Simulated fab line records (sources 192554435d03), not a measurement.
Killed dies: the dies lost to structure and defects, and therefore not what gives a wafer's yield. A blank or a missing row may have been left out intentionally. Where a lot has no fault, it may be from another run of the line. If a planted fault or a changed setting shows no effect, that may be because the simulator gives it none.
Split-lot study :: flow n5-finfet :: 21 wafers read from 7 lots, route of 1938 steps

== THE SPLIT ITSELF ==
At N5_GATE_CUT_DESCUM_18 (chemistry O2, time 7 s), the setting time-s was moved away from the recipe's 7 s on 9 of the 21 wafers read, by -14.7% to +13.7%. The other wafers ran this setting at the recipe's value.

== SPLIT TO READING: what lies between them in the file, 1 step ==
- N5_GATE_CUT_ETCH_28: etches underlayer in N2/H2, target depth 13 nm, time 10.4 s

== THE READING ==
CAR-EUV_of_GATE_CUT_COAT_07.thk-nm (the simulator's own value, which no gauge read), in nm, at N5_GATE_CUT_ETCH_36 (etches SiARC in CF4, target depth 13 nm, time 21.7 s). No usual value for it is given in the file. Here, 12 wafers ran the recipe; their average is 6.9 nm with a standard deviation of 0.15 nm.

wafer: L081.2
tool, chamber at the split: rie-diel-03, 2,1,1
time-s as run, s: 6.362
against the recipe: -9.1%
CAR-EUV_of_GATE_CUT_COAT_07.thk-nm, nm: 7.2
against lot-mates on the recipe: no lot-mate on the recipe

wafer: L081.4
tool, chamber at the split: rie-diel-03, 2,1,1
time-s as run, s: 6.362
against the recipe: -9.1%
CAR-EUV_of_GATE_CUT_COAT_07.thk-nm, nm: 7.2
against lot-mates on the recipe: no lot-mate on the recipe

wafer: L081.5
tool, chamber at the split: rie-diel-03, 2,1,1
time-s as run, s: 6.362
against the recipe: -9.1%
CAR-EUV_of_GATE_CUT_COAT_07.thk-nm, nm: 7.4
against lot-mates on the recipe: no lot-mate on the recipe

wafer: L082.1
tool, chamber at the split: rie-diel-04, 3
time-s as run, s: 7
against the recipe: recipe
CAR-EUV_of_GATE_CUT_COAT_07.thk-nm, nm: 6.6
against lot-mates on the recipe: -

wafer: L082.4
tool, chamber at the split: rie-diel-04, 1
time-s as run, s: 7.605
against the recipe: +8.6%
CAR-EUV_of_GATE_CUT_COAT_07.thk-nm, nm: 6.6
against lot-mates on the recipe: +0.0

wafer: L082.5
tool, chamber at the split: rie-diel-04, 1
time-s as run, s: 7.605
against the recipe: +8.6%
CAR-EUV_of_GATE_CUT_COAT_07.thk-nm, nm: 6.4
against lot-mates on the recipe: -0.2

wafer: L084.3
tool, chamber at the split: rie-diel-04, 0
time-s as run, s: 7
against the recipe: recipe
CAR-EUV_of_GATE_CUT_COAT_07.thk-nm, nm: 6.8
against lot-mates on the recipe: -

wafer: L084.5
tool, chamber at the split: rie-diel-04, 0
time-s as run, s: 7
against the recipe: recipe
CAR-EUV_of_GATE_CUT_COAT_07.thk-nm, nm: 6.8
against lot-mates on the recipe: -

wafer: L084.6
tool, chamber at the split: rie-diel-04, 1
time-s as run, s: 7
against the recipe: recipe
CAR-EUV_of_GATE_CUT_COAT_07.thk-nm, nm: 7
against lot-mates on the recipe: -

wafer: L088.1
tool, chamber at the split: rie-diel-03, 3
time-s as run, s: 7
against the recipe: recipe
CAR-EUV_of_GATE_CUT_COAT_07.thk-nm, nm: 7
against lot-mates on the recipe: -

wafer: L088.2
tool, chamber at the split: rie-diel-03, 1
time-s as run, s: 7.956
against the recipe: +13.7%
CAR-EUV_of_GATE_CUT_COAT_07.thk-nm, nm: 6.6
against lot-mates on the recipe: -0.4

wafer: L088.5
tool, chamber at the split: rie-diel-03, 1
time-s as run, s: 7.956
against the recipe: +13.7%
CAR-EUV_of_GATE_CUT_COAT_07.thk-nm, nm: 6.6
against lot-mates on the recipe: -0.4

wafer: L090.1
tool, chamber at the split: rie-diel-03, 2
time-s as run, s: 5.973
against the recipe: -14.7%
CAR-EUV_of_GATE_CUT_COAT_07.thk-nm, nm: 7.6
against lot-mates on the recipe: +0.8

wafer: L090.2
tool, chamber at the split: rie-diel-03, 0
time-s as run, s: 7
against the recipe: recipe
CAR-EUV_of_GATE_CUT_COAT_07.thk-nm, nm: 6.8
against lot-mates on the recipe: -

wafer: L090.6
tool, chamber at the split: rie-diel-03, 0
time-s as run, s: 7
against the recipe: recipe
CAR-EUV_of_GATE_CUT_COAT_07.thk-nm, nm: 6.8
against lot-mates on the recipe: -

wafer: L096.1
tool, chamber at the split: rie-diel-01, 0,3
time-s as run, s: 7
against the recipe: recipe
CAR-EUV_of_GATE_CUT_COAT_07.thk-nm, nm: 6.8
against lot-mates on the recipe: -

wafer: L096.2
tool, chamber at the split: rie-diel-01, 3
time-s as run, s: 6.144
against the recipe: -12.2%
CAR-EUV_of_GATE_CUT_COAT_07.thk-nm, nm: 7.6
against lot-mates on the recipe: +0.7

wafer: L096.5
tool, chamber at the split: rie-diel-01, 0,3
time-s as run, s: 7
against the recipe: recipe
CAR-EUV_of_GATE_CUT_COAT_07.thk-nm, nm: 7
against lot-mates on the recipe: -

wafer: L097.3
tool, chamber at the split: rie-diel-03, 2,0
time-s as run, s: 7
against the recipe: recipe
CAR-EUV_of_GATE_CUT_COAT_07.thk-nm, nm: 7
against lot-mates on the recipe: -

wafer: L097.4
tool, chamber at the split: rie-diel-03, 2
time-s as run, s: 7
against the recipe: recipe
CAR-EUV_of_GATE_CUT_COAT_07.thk-nm, nm: 7.2
against lot-mates on the recipe: -

wafer: L097.6
tool, chamber at the split: rie-diel-03, 2,0
time-s as run, s: 7
against the recipe: recipe
CAR-EUV_of_GATE_CUT_COAT_07.thk-nm, nm: 6.8
against lot-mates on the recipe: -
Where a row lists several chambers, the file gives one row for several wafers and doesn't say which wafer went through which chamber.

FIT RESULTS
A straight line over all 21 wafers: CAR-EUV_of_GATE_CUT_COAT_07.thk-nm changes by -0.0385 nm for each +1% of time-s; r = -0.88; the points scatter about the line by 0.16 nm.
The same after taking each lot's own level away (the mean of its wafers on the recipe; 18 wafers): -0.0384 nm for each +1%; r = -0.90; scatter 0.14 nm.
On that fit, the largest move of time-s shifts the reading by 0.56 nm.
The lots' own levels span 6.60 to 7.00 nm, that is 2.6 times the standard deviation above.
So the lot-to-lot level changes the slope little: the two slopes agree.
Check: with one of the wafers moved furthest among these (-14.7%) left out of the fit, the line predicts +0.543 nm for it against its lot-mates. Against them it came out at +0.8 nm.

== THESE WAFERS: OTHER SPLITS ==
Before the reading, these wafers also passed through other splits. Each is held against what the fit with the lots' levels taken away leaves over:
other split on the same wafers: N5_WELL_APT_COAT_02 spin-rpm
wafers away from the commonest value: 4
r with CAR-EUV_of_GATE_CUT_COAT_07.thk-nm (lot level and that fit taken away): -0.20

other split on the same wafers: N5_PMOS_HMC_CHANNEL_EPI_EXPOSE_06 dose-mj
wafers away from the commonest value: 7
r with CAR-EUV_of_GATE_CUT_COAT_07.thk-nm (lot level and that fit taken away): -0.43

other split on the same wafers: N5_PMOS_HMC_CHANNEL_EPI_PEB_07 peb-time-s
wafers away from the commonest value: 5
r with CAR-EUV_of_GATE_CUT_COAT_07.thk-nm (lot level and that fit taken away): +0.10

other split on the same wafers: N5_FIN_SAQP_ETCH_64 bias-w
wafers away from the commonest value: 10
r with CAR-EUV_of_GATE_CUT_COAT_07.thk-nm (lot level and that fit taken away): +0.14

other split on the same wafers: N5_FIN_CUT_EXPOSE_05 dose-mj
wafers away from the commonest value: 10
r with CAR-EUV_of_GATE_CUT_COAT_07.thk-nm (lot level and that fit taken away): +0.20

other split on the same wafers: N5_DUMMY_GATE_ETCH_31 target-depth-a
wafers away from the commonest value: 10
r with CAR-EUV_of_GATE_CUT_COAT_07.thk-nm (lot level and that fit taken away): -0.12

other split on the same wafers: N5_SD_EPI_N_ETCH_45 target-depth-a
wafers away from the commonest value: 8
r with CAR-EUV_of_GATE_CUT_COAT_07.thk-nm (lot level and that fit taken away): -0.06

other split on the same wafers: N5_SD_EPI_N_EPI_21 epi-growth-time-s
wafers away from the commonest value: 10
r with CAR-EUV_of_GATE_CUT_COAT_07.thk-nm (lot level and that fit taken away): +0.24

other split on the same wafers: N5_ILD0_CMP_03 down-force-psi
wafers away from the commonest value: 8
r with CAR-EUV_of_GATE_CUT_COAT_07.thk-nm (lot level and that fit taken away): -0.09

== THE WHOLE CHAIN: every reading that the file lists as answering this split, in the file's order ==
step: N5_GATE_CUT_DESCUM_18
what it does: chemistry O2, time 7 s
reading: CAR-EUV_of_GATE_CUT_COAT_07.thk-nm (the simulator's own value, which no gauge read)
change (the file's fit): -0.0477 nm for each +1% of the setting
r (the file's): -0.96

step: N5_GATE_CUT_ETCH_28
what it does: etches underlayer in N2/H2, target depth 13 nm, time 10.4 s
reading: CAR-EUV_of_GATE_CUT_COAT_07.thk-nm (the simulator's own value, which no gauge read)
change (the file's fit): -0.04 nm for each +1% of the setting
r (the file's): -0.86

step: N5_GATE_CUT_ETCH_36
what it does: etches SiARC in CF4, target depth 13 nm, time 21.7 s
reading: CAR-EUV_of_GATE_CUT_COAT_07.thk-nm (the simulator's own value, which no gauge read)
change (the file's fit): -0.0425 nm for each +1% of the setting
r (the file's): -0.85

== FILE'S OWN FIT ==
CAR-EUV_of_GATE_CUT_COAT_07.thk-nm changes by -0.0425 nm for each +1% of time-s, r = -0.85.
